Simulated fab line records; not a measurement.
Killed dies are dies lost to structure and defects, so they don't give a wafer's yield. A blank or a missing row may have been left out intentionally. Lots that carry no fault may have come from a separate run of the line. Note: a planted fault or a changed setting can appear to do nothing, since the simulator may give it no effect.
Chamber matching + flow n5 finfet + N5_BEOL_M15_TRENCH_ETCH_34 on rie diel-04: 4 sister chambers
The step etches SiO2 in C4F8/O2/Ar, target depth 872.93 nm, time 199 s. 7 wafers are shown with their chamber, then 7 later ones without.

WAFERS, EACH WITH ITS CHAMBER
| wafer  | chamber | drypump motor current A (A) | throttle valve pct (%) |
|--------|---------|-----------------------------|------------------------|
| L300.2 | 3       | 5.1                         | 31.28                  |
| L300.5 | 0       | 5.6                         | 31.01                  |
| L302.1 | 1       | 5.9                         | 30.68                  |
| L302.3 | 2       | 6.6                         | 31.10                  |
| L302.5 | 0       | 5.6                         | 31.00                  |
| L310.1 | 3       | 5.1                         | 31.30                  |
| L310.2 | 2       | 6.5                         | 31.10                  |

WAFERS WHOSE CHAMBER IS MISSING
| wafer  | drypump motor current A (A) | throttle valve pct (%) |
|--------|-----------------------------|------------------------|
| L310.4 | 5.9                         | 30.69                  |
| L313.1 | 6.5                         | 31.12                  |
| L313.4 | 5.6                         | 31.02                  |
| L313.5 | 6.5                         | 31.11                  |
| L316.1 | 6.5                         | 31.13                  |
| L316.4 | 5.6                         | 31.03                  |
| L316.5 | 6.6                         | 31.13                  |

CHAMBER TAKEN BY EACH
| wafer  | from the rows above | in truth |
|--------|---------------------|----------|
| L310.4 | 1                   | 1        |
| L313.1 | 2                   | 2        |
| L313.4 | 0                   | 0        |
| L313.5 | 2                   | 2        |
| L316.1 | 2                   | 2        |
| L316.4 | 0                   | 0        |
| L316.5 | 2                   | 2        |
Correct placement for 7 of the 7. Number that these rows cannot place: 0. Wrongly placed: 0.
How it was worked out, from the rows above alone: a wafer's distance from a chamber is the root of the sum, over the readings, of the square of ((its reading less the chamber's mean) divided by the reading's scatter). If the next closest chamber is less than 2 further off than the closest, the wafer can't be placed; otherwise it belongs to the closest. The mean given for a chamber averages the wafers shown for that chamber. The scatter: the root of (the sum of the squares of (reading less its chamber's mean) over the shown wafers, divided by (wafers less chambers)).
